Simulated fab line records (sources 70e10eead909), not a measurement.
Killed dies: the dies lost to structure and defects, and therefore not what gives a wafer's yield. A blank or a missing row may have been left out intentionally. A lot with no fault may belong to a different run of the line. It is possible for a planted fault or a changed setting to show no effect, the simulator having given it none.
Matching of chambers -- flow nand-harc -- 3 sister chambers for NHARC_P_GATE_DEP_103 on pecvd-03
The step deposits SiON, target thk 30 nm. 6 wafers are shown with their chamber, then 7 later ones without.

## WAFERS, EACH WITH ITS CHAMBER
wafer,chamber,heater-power-w (W),susceptor-temp-C (C)
L316.2,1,591,400.17
L318.2,2,623,399.67
L318.4,0,573,399.93
L318.5,1,545,400.14
L331.1,0,681,399.90
L331.3,2,611,399.61

## WAFERS WHOSE CHAMBER IS MISSING
wafer,heater-power-w (W),susceptor-temp-C (C)
L331.5,672,400.36
L333.2,568,400.09
L333.4,553,400.12
L333.5,649,399.97
L334.3,633,400.33
L334.5,669,400.36
L334.6,651,400.08

## THE CHAMBER EACH PASSED THROUGH
wafer,from the rows above,in truth
L331.5,1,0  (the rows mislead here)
L333.2,1,1
L333.4,1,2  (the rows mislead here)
L333.5,0,0
L334.3,1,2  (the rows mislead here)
L334.5,1,1
L334.6,1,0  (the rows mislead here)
Correct placement for 3 of the 7. From these rows, 0 cannot be placed. Number placed wrongly: 4.
How it was worked out, from the rows above alone: a wafer's distance from a chamber is the root of the sum, over the readings, of the square of ((its reading less the chamber's mean) divided by the reading's scatter). The wafer belongs to the nearest chamber; if the next one is less than 2 further off, it can't be placed. For every chamber, the mean is computed from those of its wafers that are shown. The scatter is the square root of a quotient: the sum, over the shown wafers, of each reading's squared deviation from its chamber's mean, divided by wafers minus chambers.
